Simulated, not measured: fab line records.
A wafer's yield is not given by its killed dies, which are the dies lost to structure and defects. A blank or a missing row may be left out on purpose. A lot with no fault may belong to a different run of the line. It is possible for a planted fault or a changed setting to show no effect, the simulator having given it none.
Chamber matching | flow n5_finfet | N5_HKMG_FIN_ALD_75 on ald_hk-01 has 4 sister chambers
The step deposits Al2O3, target thk 1 nm, co reactant pulse time 1 s. 8 wafers are shown with their chamber, then 9 later ones without.

== WAFERS, EACH WITH ITS CHAMBER ==
wafer  | chamber | heater_power_w (W) | precursor_pulse_height_rel
L077.1 | 2       | 185                | 0.979
L080.6 | 2       | 179                | 0.967
L088.2 | 1       | 150                | 0.970
L088.5 | 0       | 150                | 1.016
L088.6 | 3       | 180                | 0.987
L091.2 | 1       | 148                | 0.996
L091.5 | 0       | 152                | 0.984
L091.6 | 3       | 178                | 1.006

== WAFERS WITHOUT THEIR CHAMBER ==
wafer  | heater_power_w (W) | precursor_pulse_height_rel
L092.4 | 177                | 1.005
L092.5 | 147                | 0.991
L092.6 | 189                | 0.977
L094.1 | 183                | 1.024
L094.4 | 178                | 0.962
L094.5 | 183                | 0.980
L096.3 | 175                | 0.983
L096.4 | 188                | 0.986
L096.6 | 158                | 1.005

== CHAMBER TAKEN BY EACH ==
wafer  | from the rows above     | in truth
L092.4 | can't be placed: 3 or 2 | 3
L092.5 | can't be placed: 1 or 0 | 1
L092.6 | can't be placed: 2 or 3 | 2
L094.1 | can't be placed: 3 or 2 | 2
L094.4 | can't be placed: 2 or 3 | 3
L094.5 | can't be placed: 2 or 3 | 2
L096.3 | can't be placed: 3 or 2 | 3
L096.4 | can't be placed: 2 or 3 | 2
L096.6 | can't be placed: 0 or 1 | 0
0 of 9 placed correctly. Not placeable from these rows: 9 (in 9, the candidates include the true chamber). Placed wrongly: 0.
How it was worked out, from the rows above alone: a wafer's distance from a chamber is the root of the sum, over the readings, of the square of ((its reading less the chamber's mean) divided by the reading's scatter). If the next closest chamber is less than 2 further off than the closest, the wafer can't be placed; otherwise it belongs to the closest. For every chamber, the mean is computed from those of its wafers that are shown. The scatter: take each reading less its chamber's mean, square it, sum over the shown wafers, divide by the number of wafers less the number of chambers, and take the root.
